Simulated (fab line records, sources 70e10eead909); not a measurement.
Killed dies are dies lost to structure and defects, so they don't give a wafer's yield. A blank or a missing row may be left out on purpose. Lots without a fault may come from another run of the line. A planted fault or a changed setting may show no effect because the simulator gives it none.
Chamber matching | flow nand_harc | NHARC_A_CONTACT_DEP_29 on pecvd-04: 3 sister chambers
The step deposits SiON, target thk 70 nm. 3 wafers are shown with their chamber, then 8 later ones without.

WAFERS WITH THEIR CHAMBER
wafer  | chamber | heater_power_w (W)
L086.4 | 0       | 704
L086.6 | 1       | 655
L090.1 | 2       | 777

WAFERS WITHOUT THEIR CHAMBER
wafer  | heater_power_w (W)
L090.2 | 642
L090.5 | 796
L092.2 | 651
L092.5 | 797
L092.6 | 774
L094.1 | 768
L094.5 | 728
L094.6 | 713

WHICH CHAMBER EACH WENT THROUGH
wafer  | from the rows above     | in truth
L090.2 | 1                       | 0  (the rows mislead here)
L090.5 | 2                       | 2
L092.2 | 1                       | 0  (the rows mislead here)
L092.5 | 2                       | 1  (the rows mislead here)
L092.6 | 2                       | 2
L094.1 | 2                       | 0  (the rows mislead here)
L094.5 | can't be placed: 0 or 2 | 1
L094.6 | 0                       | 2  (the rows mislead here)
Placed correctly: 2 of 8. Can't be placed from these rows: 1 (the true chamber is among the candidates in 0). Placed wrongly: 5.
How it was worked out, from the rows above alone: a wafer's distance from a chamber is the root of the sum, over the readings, of the square of ((its reading less the chamber's mean) divided by the reading's scatter). The wafer belongs to the nearest chamber; if the next one is less than 2 further off, it can't be placed. A chamber's mean is the mean of its shown wafers. The scatter: with one shown wafer a chamber, the root of the mean of the squares of how far each hidden wafer lies from its nearest shown one.
